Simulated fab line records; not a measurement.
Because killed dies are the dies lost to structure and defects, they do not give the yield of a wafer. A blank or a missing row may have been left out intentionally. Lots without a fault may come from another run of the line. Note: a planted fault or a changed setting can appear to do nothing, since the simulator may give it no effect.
Which tool was responsible? -- flow nand harc -- 72 wafers from 24 lots sampled at 6 of the route's 1159 steps

== WHAT THE GAUGES SHOWED, per wafer ==
NHARC_P_M2_THK_MEAS_24: measures by xrf. Usual: thk nm at 143.9 nm, with a standard deviation of 1.4.
lot,measured,on,thk nm (nm),flag
L074,day 6 05:47,film metro-01,143.9 141.7 144.0,
L075,day 6 16:59,film metro-02,145.2 146.3 144.0,
L076,day 6 20:15,film metro-02,145.9 142.6 147.6,
L077,day 7 01:13,film metro-01,144.1 142.1 143.4,
L078,day 7 03:43,film metro-02,141.2 143.2 145.4,
L080,day 7 19:22,film metro-01,140.7 144.1 144.4,
L079,day 7 19:59,film metro-01,145.1 144.5 141.8,
L081,day 8 05:35,film metro-01,145.0 143.4 142.8,
L082,day 8 09:10,film metro-01,143.6 143.3 144.9,
L083,day 8 13:39,film metro-02,142.5 143.8 143.8,
L084,day 8 14:08,film metro-01,143.3 142.3 143.3,
L087,day 9 10:34,film metro-01,142.3 144.4 143.4,
L085,day 9 11:38,film metro-02,145.5 143.0 143.1,
L086,day 9 12:30,film metro-01,144.6 142.0 144.8,
L089,day 9 22:14,film metro-01,144.1 142.5 142.4,
L088,day 10 03:06,film metro-01,146.1 145.3 145.2,
L090,day 10 14:19,film metro-02,142.9 144.3 142.7,
L092,day 10 18:24,film metro-02,143.4 146.7 144.8,
L091,day 10 18:54,film metro-01,143.3 145.8 143.7,
L093,day 11 04:47,film metro-01,143.2 142.5 145.8,
L094,day 11 05:56,film metro-01,143.2 144.1 143.8,
L095,day 11 08:12,film metro-01,144.1 145.5 144.2,
L097,day 11 23:11,film metro-02,141.4 143.7 142.8,
L096,day 12 00:31,film metro-01,143.8 144.6 146.4,

== WHICH TOOL RAN EACH LOT (tool, then ch and the chambers of the sampled wafers, then the start) ==
lot,NHARC_P_CONTACT_ETCH_31,NHARC_P_CONTACT_CMP_24,NHARC_P_M0_PVD_21,NHARC_P_M1_ANNEAL_31,NHARC_P_M1_DEP_33
L074,"rie diel-06 ch 2,3, day 5 17:21 or earlier","cmp-01 ch 0,1,3, day 5 17:21","pvd sputter-02, day 6 01:11 or earlier","rtp anneal-01 ch 0, day 6 01:11","pecvd-01 ch 0,1,2, day 6 02:06"
L075,"rie diel-06 ch 1,2,3, day 6 04:55 or earlier","cmp-02 ch 1,3, day 6 04:55","pvd sputter-01, day 6 12:16 or earlier","rtp anneal-01 ch 0, day 6 12:16","pecvd-02 ch 1,2, day 6 13:13"
L076,"rie diel-11 ch 1,2,3, day 6 08:17 or earlier","cmp-01 ch 0,1,2, day 6 08:17","pvd sputter-03, day 6 15:24 or earlier","rtp anneal-01 ch 0, day 6 15:24","pecvd-01 ch 1,2, day 6 16:22"
L077,"rie diel-06 ch 1,2,3, day 6 13:12 or earlier","cmp-02 ch 0,2,3, day 6 13:12","pvd sputter-01, day 6 20:28 or earlier","rtp anneal-01 ch 0, day 6 20:28","pecvd-02 ch 0,1, day 6 21:29"
L078,"rie diel-05 ch 1,2,3, day 6 15:13 or earlier","cmp-02 ch 1,2,3, day 6 15:13","pvd sputter-02, day 6 22:38 or earlier","rtp anneal-01 ch 0, day 6 22:38","pecvd-04 ch 0,1,2, day 6 23:38"
L080,"rie diel-05 ch 0,1,2, day 7 07:02 or earlier","cmp-03 ch 0,2,3, day 7 07:02","pvd sputter-02, day 7 14:32 or earlier","rtp anneal-01 ch 0, day 7 14:32","pecvd-01 ch 0,2, day 7 15:28"
L079,"rie diel-05 ch 1,2,3, day 7 07:33 or earlier","cmp-03 ch 0,1,3, day 7 07:33","pvd sputter-01, day 7 14:52 or earlier","rtp anneal-02 ch 0, day 7 14:52","pecvd-04 ch 0,1, day 7 15:50"
L081,"rie diel-06 ch 1,2,3, day 7 17:19 or earlier","cmp-02 ch 2,3, day 7 17:19","pvd sputter-03, day 8 01:00 or earlier","rtp anneal-02 ch 0, day 8 01:00","pecvd-02 ch 0,1,2, day 8 01:56"
L082,"rie diel-05 ch 0,2,3, day 7 20:53 or earlier","cmp-02 ch 1,2, day 7 20:53","pvd sputter-02, day 8 04:30 or earlier","rtp anneal-02 ch 0, day 8 04:30","pecvd-04 ch 0,1, day 8 05:23"
L083,"rie diel-11 ch 0,1,3, day 8 01:26 or earlier","cmp-01 ch 0,2,3, day 8 01:26","pvd sputter-03, day 8 08:54 or earlier","rtp anneal-02 ch 0, day 8 08:54","pecvd-04 ch 0,1,2, day 8 09:49"
L084,"rie diel-06 ch 1,2, day 7 19:52","cmp-02 ch 0,3, day 8 01:57","pvd sputter-01, day 8 09:17 or earlier","rtp anneal-01 ch 0, day 8 09:17","pecvd-04 ch 0,2, day 8 10:17"
L087,"rie diel-06 ch 0,1,3, day 8 22:14 or earlier","cmp-03 ch 0,2, day 8 22:14","pvd sputter-03, day 9 05:36 or earlier","rtp anneal-01 ch 0, day 9 05:36","pecvd-02 ch 0,1, day 9 06:34"
L085,"rie diel-05 ch 0,2,3, day 8 23:31 or earlier","cmp-01 ch 0,1,2, day 8 23:31","pvd sputter-02, day 9 07:00 or earlier","rtp anneal-01 ch 0, day 9 07:00","pecvd-01 ch 0,2, day 9 07:55"
L086,"rie diel-06 ch 1,3, day 8 23:47 or earlier","cmp-02 ch 0,3, day 8 23:47","pvd sputter-01, day 9 07:42 or earlier","rtp anneal-01 ch 0, day 9 07:42","pecvd-01 ch 0,1,2, day 9 08:40"
L089,"rie diel-05 ch 0,1,2, day 9 09:56 or earlier","cmp-02 ch 0,2, day 9 09:56","pvd sputter-02, day 9 17:30 or earlier","rtp anneal-02 ch 0, day 9 17:30","pecvd-02 ch 0,1, day 9 18:26"
L088,"rie diel-06 ch 0,1,2, day 9 14:44 or earlier","cmp-01 ch 2,3, day 9 14:44","pvd sputter-03, day 9 22:12 or earlier","rtp anneal-01 ch 0, day 9 22:12","pecvd-02 ch 0,1,2, day 9 23:11"
L090,"rie diel-05 ch 0,3, day 10 01:59 or earlier","cmp-03 ch 0,1,2, day 10 01:59","pvd sputter-03, day 10 09:23 or earlier","rtp anneal-01 ch 0, day 10 09:23","pecvd-01 ch 0,1,2, day 10 10:23"
L092,"rie diel-06 ch 0,1,3, day 10 06:03 or earlier","cmp-03 ch 1,2,3, day 10 06:03","pvd sputter-02, day 10 13:29 or earlier","rtp anneal-01 ch 0, day 10 13:29","pecvd-01 ch 1,2, day 10 14:31"
L091,"rie diel-06 ch 1,3, day 10 06:37 or earlier","cmp-01 ch 2,3, day 10 06:37","pvd sputter-02, day 10 14:04 or earlier","rtp anneal-01 ch 0, day 10 14:04","pecvd-01 ch 1,2, day 10 14:58"
L093,"rie diel-06 ch 0,1,3, day 10 16:35 or earlier","cmp-02 ch 1,2,3, day 10 16:35","pvd sputter-02, day 10 23:51 or earlier","rtp anneal-02 ch 0, day 10 23:51","pecvd-04 ch 0,1,2, day 11 00:49"
L094,"rie diel-05 ch 0,1,3, day 10 17:07 or earlier","cmp-03 ch 0,1,3, day 10 17:07","pvd sputter-02, day 11 00:47 or earlier","rtp anneal-02 ch 0, day 11 00:47","pecvd-04 ch 0,1,2, day 11 01:45"
L095,"rie diel-06 ch 1,2,3, day 10 20:10 or earlier","cmp-02 ch 0,1,3, day 10 20:10","pvd sputter-01, day 11 03:26 or earlier","rtp anneal-02 ch 0, day 11 03:26","pecvd-02 ch 0,1, day 11 04:21"
L097,"rie diel-11 ch 0,3, day 11 10:56 or earlier","cmp-02 ch 1,2,3, day 11 10:56","pvd sputter-01, day 11 18:25 or earlier","rtp anneal-02 ch 0, day 11 18:25","pecvd-04 ch 1,2, day 11 19:25"
L096,"rie diel-11 ch 0,1,3, day 11 12:10 or earlier","cmp-01 ch 0,1, day 11 12:10","pvd sputter-01, day 11 19:47 or earlier","rtp anneal-02 ch 0, day 11 19:47","pecvd-01 ch 1,2, day 11 20:43"
- NHARC_P_CONTACT_ETCH_31: etches the open film in CH3F/O2, target depth 30 nm, time 85.7 s.
- NHARC_P_CONTACT_CMP_24: polishes, t overpolish 30 s, target thk 200 nm.
- NHARC_P_M0_PVD_21: deposits Cu, target thk 30 nm, time 20.49 s.
- NHARC_P_M1_ANNEAL_31: time 90 s.
- NHARC_P_M1_DEP_33: deposits SiCN, target thk 30 nm.

== WHAT THE TOOLS THEMSELVES READ (means of the sampled wafers that have a number; where no wafer has one, the mark that the record gives instead) ==
NHARC_P_CONTACT_ETCH_31. Usual: value, then standard deviation, for each; bias w 100.0 W / 0.32; chamber pressure mTorr 25.001 mTorr / 0.025; drypump motor current A 6.0 A / 0.46; oes product au 0.986 a.u. / 0.02; rf vpp V 244.9 V / 1.7; showerhead plenum p Torr 2.50 Torr / 0.1; throttle valve pct 20.664 % / 0.0095.
lot,tool,bias w (W),chamber pressure mTorr (mTorr),drypump motor current A (A),oes product au (a.u.),rf vpp V (V),showerhead plenum p Torr (Torr),throttle valve pct (%),flag
L074,rie diel-06,100.2,24.967,6.2,0.988,244.7,2.52,20.671,
L075,rie diel-06,99.9,25.002,5.9,1.003,245.3,2.52,20.669,
L076,rie diel-11,99.8,25.005,5.8,0.969,244.3,2.46,20.669,
L077,rie diel-06,100.1,25.026,5.9,0.949,245.7,2.52,20.669,
L078,rie diel-05,100.1,24.996,6.2,1.002,246.0,2.58,20.660,
L080,rie diel-05,99.9,24.997,5.8,0.996,244.9,2.47,20.659,
L079,rie diel-05,99.6,24.988,6.2,0.992,246.1,2.58,20.653,
L081,rie diel-06,100.3,25.001,5.9,0.986,244.8,2.52,20.676,
L082,rie diel-05,99.8,24.994,6.0,0.992,244.8,2.52,20.657,
L083,rie diel-11,100.1,24.998,6.0,1.001,243.6,2.42,20.667,
L084,rie diel-06,99.8,24.996,5.8,1.011,245.6,2.49,20.670,
L087,rie diel-06,99.8,24.987,6.0,0.992,246.3,2.54,20.665,
L085,rie diel-05,100.1,24.973,6.0,0.977,245.3,2.52,20.662,
L086,rie diel-06,100.0,25.007,6.0,0.994,245.8,2.56,20.666,
L089,rie diel-05,100.1,24.995,5.8,0.959,244.5,2.47,20.668,
L088,rie diel-06,100.0,24.982,5.9,0.972,244.8,2.50,20.662,
L090,rie diel-05,100.1,24.989,5.6,0.989,244.3,2.41,20.663,
L092,rie diel-06,100.1,25.010,6.0,1.000,244.8,2.53,20.665,
L091,rie diel-06,100.1,24.987,5.7,0.993,245.7,2.55,20.664,
L093,rie diel-06,100.2,24.993,6.0,0.992,245.3,2.53,20.670,
L094,rie diel-05,100.2,24.997,5.8,0.986,244.6,2.47,20.669,
L095,rie diel-06,99.9,24.995,5.8,0.987,245.1,2.52,20.664,
L097,rie diel-11,100.1,24.994,6.3,1.012,242.1,2.35,20.663,
L096,rie diel-11,100.5,25.009,6.0,0.938,243.2,2.41,20.658,

NHARC_P_CONTACT_CMP_24. Usual: motor current A 11.6 A, standard deviation 1.2; overpolish run s 30.000 s, standard deviation 0.0087; time to endpoint s 39.2 s, standard deviation 2.9.
lot,tool,motor current A (A),overpolish run s (s),time to endpoint s (s),flag
L074,cmp-01,11.6,30.004,36.9,
L075,cmp-02,11.0,29.986,38.8,
L076,cmp-01,11.5,30.000,36.6,
L077,cmp-02,11.7,30.003,41.9,
L078,cmp-02,12.0,29.994,43.2,
L080,cmp-03,11.8,30.012,35.6,
L079,cmp-03,11.7,29.997,40.2,
L081,cmp-02,12.6,30.006,41.6,
L082,cmp-02,12.7,30.001,42.9,
L083,cmp-01,11.6,29.991,40.4,
L084,cmp-02,10.2,30.002,42.1,
L087,cmp-03,12.5,30.001,40.1,
L085,cmp-01,11.4,29.993,36.0,
L086,cmp-02,10.3,29.996,41.2,
L089,cmp-02,12.1,29.997,37.0,
L088,cmp-01,11.8,30.007,38.5,
L090,cmp-03,12.5,30.000,38.9,
L092,cmp-03,11.5,30.001,41.4,
L091,cmp-01,11.7,30.003,38.6,
L093,cmp-02,12.1,29.994,41.8,
L094,cmp-03,11.7,30.005,39.8,
L095,cmp-02,11.0,29.999,36.7,
L097,cmp-02,11.7,30.002,37.7,
L096,cmp-01,11.4,30.003,39.5,

NHARC_P_M0_PVD_21. Usual: throttle valve pct at 29.3 %, with a standard deviation of 0.97.
lot,tool,throttle valve pct (%),flag
L074,pvd sputter-02,28.4,
L075,pvd sputter-01,29.2,
L076,pvd sputter-03,29.9,
L077,pvd sputter-01,29.4,
L078,pvd sputter-02,28.2,
L080,pvd sputter-02,28.3,
L079,pvd sputter-01,30.1,
L081,pvd sputter-03,29.7,
L082,pvd sputter-02,28.3,
L083,pvd sputter-03,29.4,
L084,pvd sputter-01,29.6,
L087,pvd sputter-03,30.2,
L085,pvd sputter-02,28.5,
L086,pvd sputter-01,29.6,
L089,pvd sputter-02,28.4,
L088,pvd sputter-03,30.1,
L090,pvd sputter-03,29.9,
L092,pvd sputter-02,28.9,
L091,pvd sputter-02,29.1,
L093,pvd sputter-02,29.0,
L094,pvd sputter-02,28.7,
L095,pvd sputter-01,30.3,
L097,pvd sputter-01,29.8,
L096,pvd sputter-01,30.3,

NHARC_P_M1_ANNEAL_31. Usual: wafer_temp_C_max at 226.33, with a standard deviation of 0.28.
lot,tool,wafer_temp_C_max,flag
L074,rtp anneal-01,226.49,
L075,rtp anneal-01,226.30,
L076,rtp anneal-01,226.48,
L077,rtp anneal-01,226.48,
L078,rtp anneal-01,226.58,
L080,rtp anneal-01,226.24,
L079,rtp anneal-02,226.20,
L081,rtp anneal-02,226.52,
L082,rtp anneal-02,226.15,
L083,rtp anneal-02,226.57,
L084,rtp anneal-01,226.07,
L087,rtp anneal-01,226.39,
L085,rtp anneal-01,226.15,
L086,rtp anneal-01,226.21,
L089,rtp anneal-02,226.33,
L088,rtp anneal-01,226.51,
L090,rtp anneal-01,226.29,
L092,rtp anneal-01,225.79,
L091,rtp anneal-01,226.14,
L093,rtp anneal-02,226.37,
L094,rtp anneal-02,226.49,
L095,rtp anneal-02,226.16,
L097,rtp anneal-02,226.12,
L096,rtp anneal-02,226.28,

NHARC_P_M1_DEP_33. Usual: heater power outer w 304 W, standard deviation 46; heater power w 563 W, standard deviation 60.
lot,tool,heater power outer w (W),heater power w (W),flag
L074,pecvd-01,319,577,
L075,pecvd-02,258,513,
L076,pecvd-01,373,653,
L077,pecvd-02,312,591,
L078,pecvd-04,311,566,
L080,pecvd-01,278,549,
L079,pecvd-04,290,546,
L081,pecvd-02,271,531,
L082,pecvd-04,289,507,
L083,pecvd-04,305,548,
L084,pecvd-04,256,536,
L087,pecvd-02,292,556,
L085,pecvd-01,328,593,
L086,pecvd-01,328,598,
L089,pecvd-02,283,548,
L088,pecvd-02,279,547,
L090,pecvd-01,313,575,
L092,pecvd-01,330,575,
L091,pecvd-01,346,605,
L093,pecvd-04,270,512,
L094,pecvd-04,312,554,
L095,pecvd-02,256,508,
L097,pecvd-04,309,553,
L096,pecvd-01,353,648,

== THE ANSWER, worked out from the rows above alone ==
Rule: a lot is off if the mean of its wafers that have a number lies more than 3 standard deviations from the usual mean. Also off: a lot with no number at a reading for which 4 or more lots have one. Where the step has rows for the other lots, those lots are counted as sound. Order of review: gauges by route order, followed by the tools' own readings, for which a lot's mean as printed above is used. At the first step where some lot is off, the reading lying furthest off is the one used; lots without a number count as furthest.
None of the lots is off at any reading shown; this tells nothing.

== WHAT WAS PUT IN BY THE SIMULATOR ==
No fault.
